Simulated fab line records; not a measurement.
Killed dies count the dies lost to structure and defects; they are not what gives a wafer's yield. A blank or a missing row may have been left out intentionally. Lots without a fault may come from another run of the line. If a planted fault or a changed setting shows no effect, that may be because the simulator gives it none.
Which of the tools did it? | flow nandHarc | 33 wafers from 11 lots sampled at 5 of the route's 1159 steps

== WHAT THE GAUGES READ, wafer by wafer ==
NHARC_END_SORT_01. Usual: killedAtArray 27, standard deviation 10; killedAtOther 0.6, standard deviation 0.83; killedAtPeriphery 2.4, standard deviation 1.8; killedDies 30, standard deviation 10; killedOpen 3.3, standard deviation 1.7; killedShort 1.8, standard deviation 1.4.
lot  | measured     | on        | killedAtArray | killedAtOther | killedAtPeriphery | killedDies | killedOpen | killedShort | flag
L546 | day 23 01:55 | prober-01 | 671 45 41     | 1 1 0         | 5 1 5             | 677 47 46  | 4 3 2      | 3 2 1       | OFF

== WHAT TOOL EACH LOT RAN ON (gives the tool, then ch and the chambers of the sampled wafers, and finally the start) ==
lot  | NHARC_A_CONTACT_ETCH_106          | NHARC_A_CONTACT_ETCH_88           | NHARC_A_CONTACT_ETCH_31                      | NHARC_A_CONTACT_ETCH_134
L535 | rieDiel-12 ch 0,1,3, day 16 16:52 | rieDiel-13 ch 0,3, day 16 20:12   | rieDiel-13 ch 0,1,3, day 16 21:10 or earlier | harCapEtch-03 ch 0,1, day 16 21:10
L534 | rieDiel-10 ch 0,1, day 16 22:39   | rieDiel-10 ch 1,2, day 17 01:41   | rieDiel-10 ch 1,2,3, day 17 02:46 or earlier | harCapEtch-02 ch 0, day 17 02:46
L537 | rieDiel-12 ch 0,1,3, day 17 08:13 | rieDiel-12 ch 2,3, day 17 12:43   | rieDiel-12 ch 0,1,3, day 17 13:41 or earlier | harCapEtch-01 ch 0,1, day 17 13:41
L536 | rieDiel-12 ch 0,2,3, day 17 10:23 | rieDiel-12 ch 1,3, day 17 14:26   | rieDiel-12 ch 0,3, day 17 15:25 or earlier   | harCapEtch-01 ch 0,1, day 17 15:25
L540 | rieDiel-10 ch 1,2,3, day 18 00:25 | rieDiel-12 ch 1,2,3, day 18 03:16 | rieDiel-12 ch 2,3, day 18 04:14 or earlier   | harCapEtch-01 ch 0,1, day 18 04:14
L539 | rieDiel-10 ch 0,1, day 18 00:27   | rieDiel-10 ch 1,2, day 18 04:22   | rieDiel-10 ch 2,3, day 18 05:22 or earlier   | harCapEtch-02 ch 0,1, day 18 05:22
L543 | rieDiel-12 ch 0,1,3, day 18 14:01 | rieDiel-13 ch 0,1, day 18 17:49   | rieDiel-13 ch 0,1,2, day 18 19:20 or earlier | harCapEtch-02 ch 0,1, day 18 19:20
L548 | rieDiel-12 ch 1,2,3, day 19 17:26 | rieDiel-13 ch 0,2,3, day 19 20:24 | rieDiel-13 ch 0,1,3, day 19 21:19 or earlier | harCapEtch-01 ch 0,1, day 19 21:19
L546 | rieDiel-10 ch 1,2,3, day 20 08:02 | rieDiel-12 ch 0,1,2, day 20 10:51 | rieDiel-12 ch 1,2, day 20 11:47 or earlier   | harCapEtch-03 ch 0, day 20 11:47
L554 | rieDiel-13 ch 0,1,3, day 22 07:38 | rieDiel-10 ch 1,2,3, day 22 12:50 | rieDiel-10 ch 0,1,2, day 22 13:47 or earlier | harCapEtch-01 ch 0,1, day 22 13:47
L555 | rieDiel-10 ch 0,2,3, day 22 10:44 | rieDiel-10 ch 0,2, day 22 14:05   | rieDiel-10 ch 0,1,2, day 22 16:34 or earlier | harCapEtch-03 ch 0,1, day 22 16:34
- NHARC_A_CONTACT_ETCH_106: etches the open film in CF4/O2, target depth 60 nm, overetch 6 nm, time 33 s.
- NHARC_A_CONTACT_ETCH_88: etches the open film in CF4, target depth 39 nm, time 65 s.
- NHARC_A_CONTACT_ETCH_31: etches the open film in O2/COS, target depth 2000 nm, time 520 s.
- NHARC_A_CONTACT_ETCH_134: etches the open film in C4F8/O2/Ar, time 140 s, target depth 700 nm.

== AS READ BY THE TOOLS THEMSELVES (means over the sampled wafers that have a number; for cases with no such wafer, the mark the record gives instead) ==
NHARC_A_CONTACT_ETCH_106. Usual: drypumpMotorCurrentA 5.7 A, standard deviation 0.37; oesProductAu 0.998 a.u., standard deviation 0.015; rfVppV 197.8 V, standard deviation 1.5; runLengthS 54.4 s, standard deviation 0.5; showerheadPlenumPTorr 1.34 Torr, standard deviation 0.06; throttleValvePct 13.398 %, standard deviation 0.01.
lot  | tool       | drypumpMotorCurrentA (A) | oesProductAu (a.u.) | rfVppV (V) | runLengthS (s) | showerheadPlenumPTorr (Torr) | throttleValvePct (%) | flag
L535 | rieDiel-12 | 5.6                      | 0.983               | 198.2      | 54.4           | 1.34                         | 13.396               | 
L534 | rieDiel-10 | 6.3                      | 1.000               | 199.8      | 54.4           | 1.43                         | 13.406               | 
L537 | rieDiel-12 | 5.6                      | 0.991               | 197.5      | 54.3           | 1.34                         | 13.390               | 
L536 | rieDiel-12 | 5.7                      | 0.996               | 198.9      | 54.3           | 1.35                         | 13.394               | 
L540 | rieDiel-10 | 6.0                      | 1.001               | 198.1      | 54.3           | 1.36                         | 13.395               | 
L539 | rieDiel-10 | 6.3                      | 1.002               | 199.7      | 54.1           | 1.43                         | 13.399               | 
L543 | rieDiel-12 | 5.6                      | 0.992               | 198.0      | 54.1           | 1.33                         | 13.403               | 
L548 | rieDiel-12 | 5.7                      | 0.988               | 196.5      | 54.4           | 1.31                         | 13.402               | 
L546 | rieDiel-10 | 6.0                      | 1.005               | 197.8      | 54.3           | 1.36                         | 13.404               | 
L554 | rieDiel-13 | 5.2                      | 1.006               | 197.1      | 54.7           | 1.32                         | 13.405               | 
L555 | rieDiel-10 | 5.9                      | 1.010               | 197.8      | 53.9           | 1.34                         | 13.400               | 

NHARC_A_CONTACT_ETCH_88. Usual: drypumpMotorCurrentA 5.7 A, standard deviation 0.36; oesProductAu 0.997 a.u., standard deviation 0.015; rfVppV 151.3 V, standard deviation 1.1; runLengthS 86.4 s, standard deviation 0.49; showerheadPlenumPTorr 1.77 Torr, standard deviation 0.075; throttleValvePct 13.284 %, standard deviation 0.0084.
lot  | tool       | drypumpMotorCurrentA (A) | oesProductAu (a.u.) | rfVppV (V) | runLengthS (s) | showerheadPlenumPTorr (Torr) | throttleValvePct (%) | flag
L535 | rieDiel-13 | 5.1                      | 1.014               | 151.7      | 86.9           | 1.82                         | 13.292               | 
L534 | rieDiel-10 | 6.1                      | 1.000               | 152.2      | 86.5           | 1.84                         | 13.283               | 
L537 | rieDiel-12 | 5.9                      | 0.987               | 150.6      | 85.9           | 1.77                         | 13.292               | 
L536 | rieDiel-12 | 5.7                      | 0.984               | 151.0      | 86.5           | 1.72                         | 13.280               | 
L540 | rieDiel-12 | 5.7                      | 0.997               | 150.1      | 86.4           | 1.73                         | 13.282               | 
L539 | rieDiel-10 | 6.1                      | 0.997               | 152.4      | 86.3           | 1.83                         | 13.276               | 
L543 | rieDiel-13 | 5.4                      | 1.006               | 152.0      | 86.4           | 1.77                         | 13.284               | 
L548 | rieDiel-13 | 5.2                      | 1.017               | 150.9      | 86.6           | 1.79                         | 13.283               | 
L546 | rieDiel-12 | 5.5                      | 0.989               | 150.8      | 79.4           | 1.74                         | 13.286               | OFF
L554 | rieDiel-10 | 6.0                      | 1.012               | 151.7      | 86.3           | 1.79                         | 13.280               | 
L555 | rieDiel-10 | 6.0                      | 1.003               | 152.1      | 86.1           | 1.79                         | 13.284               | 

NHARC_A_CONTACT_ETCH_31. Usual: drypumpMotorCurrentA 5.7 A, standard deviation 0.34; oesProductAu 0.999 a.u., standard deviation 0.014; rfVppV 314.2 V, standard deviation 2; runLengthS 541.4 s, standard deviation 0.52; showerheadPlenumPTorr 3.12 Torr, standard deviation 0.13; throttleValvePct 28.328 %, standard deviation 0.0095.
lot  | tool       | drypumpMotorCurrentA (A) | oesProductAu (a.u.) | rfVppV (V) | runLengthS (s) | showerheadPlenumPTorr (Torr) | throttleValvePct (%) | flag
L535 | rieDiel-13 | 5.3                      | 1.015               | 313.8      | 541.9          | 3.10                         | 28.324               | 
L534 | rieDiel-10 | 6.0                      | 1.008               | 315.7      | 541.2          | 3.19                         | 28.327               | 
L537 | rieDiel-12 | 5.6                      | 0.991               | 315.1      | 541.5          | 3.12                         | 28.335               | 
L536 | rieDiel-12 | 5.6                      | 0.991               | 315.9      | 541.3          | 3.21                         | 28.320               | 
L540 | rieDiel-12 | 5.9                      | 1.002               | 313.5      | 541.4          | 3.09                         | 28.328               | 
L539 | rieDiel-10 | 5.7                      | 1.011               | 314.3      | 541.2          | 3.07                         | 28.336               | 
L543 | rieDiel-13 | 5.4                      | 1.005               | 315.1      | 541.6          | 3.20                         | 28.329               | 
L548 | rieDiel-13 | 5.3                      | 1.011               | 313.2      | 541.9          | 3.09                         | 28.334               | 
L546 | rieDiel-12 | 5.6                      | 0.988               | 312.2      | 541.6          | 2.98                         | 28.330               | 
L554 | rieDiel-10 | 6.1                      | 0.999               | 315.0      | 541.0          | 3.20                         | 28.325               | 
L555 | rieDiel-10 | 6.1                      | 1.005               | 314.9      | 540.9          | 3.20                         | 28.341               | 

NHARC_A_CONTACT_ETCH_134. Usual: runLengthS at 141.4 s, with a standard deviation of 0.54.
lot  | tool          | runLengthS (s) | flag
L535 | harCapEtch-03 | 141.0          | 
L534 | harCapEtch-02 | 141.2          | 
L537 | harCapEtch-01 | 141.6          | 
L536 | harCapEtch-01 | 141.5          | 
L540 | harCapEtch-01 | 141.2          | 
L539 | harCapEtch-02 | 141.7          | 
L543 | harCapEtch-02 | 141.7          | 
L548 | harCapEtch-01 | 141.2          | 
L546 | harCapEtch-03 | 141.8          | 
L554 | harCapEtch-01 | 141.4          | 
L555 | harCapEtch-03 | 141.1          | 

== THE ANSWER, worked out from the rows above alone ==
Rule: take the mean of a lot's wafers that have a number; if it is more than 3 standard deviations from the usual mean, the lot is off. A lot without any number at a reading at which 4 lots or more have one is off too. Any other lot the step has rows for is counted as sound. First the gauges in route order, then the tools' own readings, where a lot's mean is used as printed above. The first step at which some lot is off is used, and at that step the reading that is off furthest; a lot without a number counts as furthest.
Off, at NHARC_END_SORT_01 on killedDies: L546. Neither off nor sound, because the step has no rows for them: L535, L534, L537, L536, L540, L539, L543, L548, L554, L555.
If a tool, at a process step before that reading, ran all the lots that are off and no sound lot after the first of them, it fits. The gauges at NHARC_END_SORT_01 aren't tried: what is off there is off at NHARC_A_CONTACT_ETCH_88 too, on other tools, and a gauge's error can't cause that. Because NHARC_A_CONTACT_ETCH_31 lacks a start for some lots, the hours and order of its lots are taken from NHARC_A_CONTACT_ETCH_134. Can't be told from this: 3 tools fit, rieDiel-10 at NHARC_A_CONTACT_ETCH_106, rieDiel-12 at NHARC_A_CONTACT_ETCH_88 and NHARC_A_CONTACT_ETCH_31, harCapEtch-03 at NHARC_A_CONTACT_ETCH_134.

== WHAT THE SIMULATOR HAD PUT IN ==
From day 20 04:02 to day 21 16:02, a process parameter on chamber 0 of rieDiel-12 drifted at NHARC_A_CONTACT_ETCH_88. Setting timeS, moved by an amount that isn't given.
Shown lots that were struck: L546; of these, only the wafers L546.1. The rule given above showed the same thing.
